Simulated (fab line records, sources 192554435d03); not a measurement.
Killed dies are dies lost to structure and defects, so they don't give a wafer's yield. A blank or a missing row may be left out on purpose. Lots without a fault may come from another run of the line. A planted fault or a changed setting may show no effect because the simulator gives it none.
Split-lot experiment | flow n5_finfet | 7 lots, 21 wafers read, on a route of 1938 steps

THE SPLIT
At N5_BEOL_M2_TRENCH_ETCH_37 (etches SiOC in C4F6/O2, target depth 55.555 nm, time 29.2 s), the setting source_w was moved away from the recipe's 355 W on 9 of the 21 wafers read, by -13.3% to +16.5%. The other wafers ran this setting at the recipe's value.

The reading is taken at the split's own step.

THE READING
rf_vpp_V, in V, at N5_BEOL_M2_TRENCH_ETCH_37 (etches SiOC in C4F6/O2, target depth 55.555 nm, time 29.2 s). Fault-free wafers of this fab line usually give 665 V, standard deviation 11 V.

wafer  | tool, chamber at the split | source_w as run, W | against the recipe | rf_vpp_V, V | against lot-mates on the recipe
L074.4 | rie_diel-02, 0             | 355                | recipe             | 663         | -
L074.5 | rie_diel-02, 1             | 355                | recipe             | 676         | -
L074.6 | rie_diel-02, 0             | 355                | recipe             | 664         | -
L077.4 | rie_diel-03, 1             | 355                | recipe             | 684         | -
L077.5 | rie_diel-03, 3             | 314.8              | -11.3%             | 695         | +18
L077.6 | rie_diel-03, 2             | 355                | recipe             | 670         | -
L083.2 | rie_diel-02, 1             | 355                | recipe             | 676         | -
L083.3 | rie_diel-02, 2             | 355                | recipe             | 648         | -
L083.6 | rie_diel-02, 2             | 413.7              | +16.5%             | 598         | -64
L087.2 | rie_diel-02, 3             | 371.5              | +4.6%              | 640         | -36
L087.3 | rie_diel-02, 1             | 355                | recipe             | 676         | -
L087.4 | rie_diel-02, 0             | 371.5              | +4.6%              | 647         | -29
L095.1 | rie_diel-03, 2             | 307.9              | -13.3%             | 721         | +56
L095.3 | rie_diel-03, 0             | 355                | recipe             | 664         | -
L095.5 | rie_diel-03, 0             | 355                | recipe             | 665         | -
L096.3 | rie_diel-01, 3             | 378.2              | +6.5%              | 646         | -28
L096.4 | rie_diel-01, 1             | 355                | recipe             | 674         | -
L096.5 | rie_diel-01, 0             | 378.2              | +6.5%              | 637         | -37
L097.2 | rie_diel-03, 2             | 401.5              | +13.1%             | 630         | -23
L097.3 | rie_diel-03, 3             | 355                | recipe             | 653         | -
L097.6 | rie_diel-03, 1             | 401.5              | +13.1%             | 641         | -12

THE FIT
A straight line over all 21 wafers: rf_vpp_V changes by -3.38 V for each +1% of source_w; r = -0.92; the points scatter about the line by 11 V.
The same after taking each lot's own level away (the mean of its wafers on the recipe; 21 wafers): -2.98 V for each +1%; r = -0.85; scatter 13 V.
On that fit, the largest move of source_w shifts the reading by 49 V.
The lots' own levels span 653.0 to 677.0 V, that is 2.2 times the standard deviation above.
So the lot-to-lot level changes the slope: the two fits differ.
Check: with one of the wafers moved furthest among these (+16.5%) left out of the fit, the line predicts -46.2 V for it against its lot-mates. It came out at -64 V against them.
Tool readings at the split's step, against how far the setting was moved: rf_vpp_V r = -0.92.

OTHER SPLITS ON THESE WAFERS
These wafers also went through other splits before the reading. Each is held against what the fit with the lots' levels taken away leaves over:
other split on the same wafers | wafers away from the commonest value | r with rf_vpp_V (lot level and that fit taken away)
N5_BEOL_M1_ILD_DEP_00 time_s   | 6                                    | -0.20
N5_BEOL_M1_COAT_05 spin_rpm    | 6                                    | -0.06

THE FILE'S OWN FIT
rf_vpp_V changes by -3.2 V for each +1% of source_w, r = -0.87.
